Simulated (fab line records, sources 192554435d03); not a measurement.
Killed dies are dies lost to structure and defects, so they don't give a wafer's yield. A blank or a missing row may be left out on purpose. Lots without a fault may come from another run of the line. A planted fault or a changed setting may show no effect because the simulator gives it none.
One fault seen from 2 desks | flow n5_finfet | each desk has only its own numbers; what lay behind them comes last

THE TOOL OWNER'S DESK: plasma_asher-01
The tool's own readings at N5_MOL_CONTACT_COAG_STRIP_119 (strips in N2/H2, time 30 s): means of the sampled wafers that have a number, for each lot that ran on this tool. A lot is out of limits, marked OUT, if its mean lies more than 4 standard deviations from the usual mean; the brackets give that distance.
Columns: A = drypump_motor_current_A at N5_MOL_CONTACT_COAG_STRIP_119, usual 6.06 A; B = heater_power_w at N5_MOL_CONTACT_COAG_STRIP_119, usual 322 W
lot  | first seen here | A    | B
L715 | day 6 00:52     | 6.14 | 310
L720 | day 7 13:08     | 6.17 | 307
L727 | day 9 02:28     | 6.20 | 317
L731 | day 10 01:46    | 6.14 | 308
L732 | day 10 06:47    | 6.08 | 291
This desk's finding: nothing out of limits on any of the 5 lots.

THE DEFECT DESK
What the inspections along the route counted, lot by lot: means of the sampled wafers that have a number. A lot is out of limits, marked OUT, if its mean lies more than 4 standard deviations from the usual mean; the brackets give that distance.
Columns: A = raw_defect_count at N5_MOL_CONTACT_COAG_INSPECT_42, usual 215
lot  | first seen here | A
L714 | day 5 23:19     | 190
L715 | day 6 01:25     | 261
L720 | day 7 13:49     | 165
L722 | day 7 21:48     | 161
L727 | day 9 03:01     | 621 (+7.7) OUT
L728 | day 9 11:14     | 183
L731 | day 10 02:25    | 948 (+14) OUT
L732 | day 10 07:29    | 1230 (+19) OUT
L733 | day 10 21:47    | 282
L734 | day 11 02:23    | 169
This desk's finding: out of limits on L727, L731, L732; first on L727, day 9 03:01 (raw_defect_count at N5_MOL_CONTACT_COAG_INSPECT_42). In limits: L714, L715, L720, L722, L728, L733, L734.

PUT TOGETHER
The defect desk could have raised an alarm at day 9 03:01, on L727, L731, L732.
The tool owner's desk saw nothing out of limits.
The tool owner's desk has L727, L731, L732 on record, within its limits.
Of the lots named, all ran N5_MOL_CONTACT_COAG_STRIP_119 on plasma_asher-01.

WHAT THE SIMULATOR HAD PUT IN
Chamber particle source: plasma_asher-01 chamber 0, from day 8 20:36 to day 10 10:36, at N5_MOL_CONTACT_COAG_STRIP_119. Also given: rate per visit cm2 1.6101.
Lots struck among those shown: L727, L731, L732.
Hours from the fault's start to each desk's first reading out of limits: the defect desk, 6.
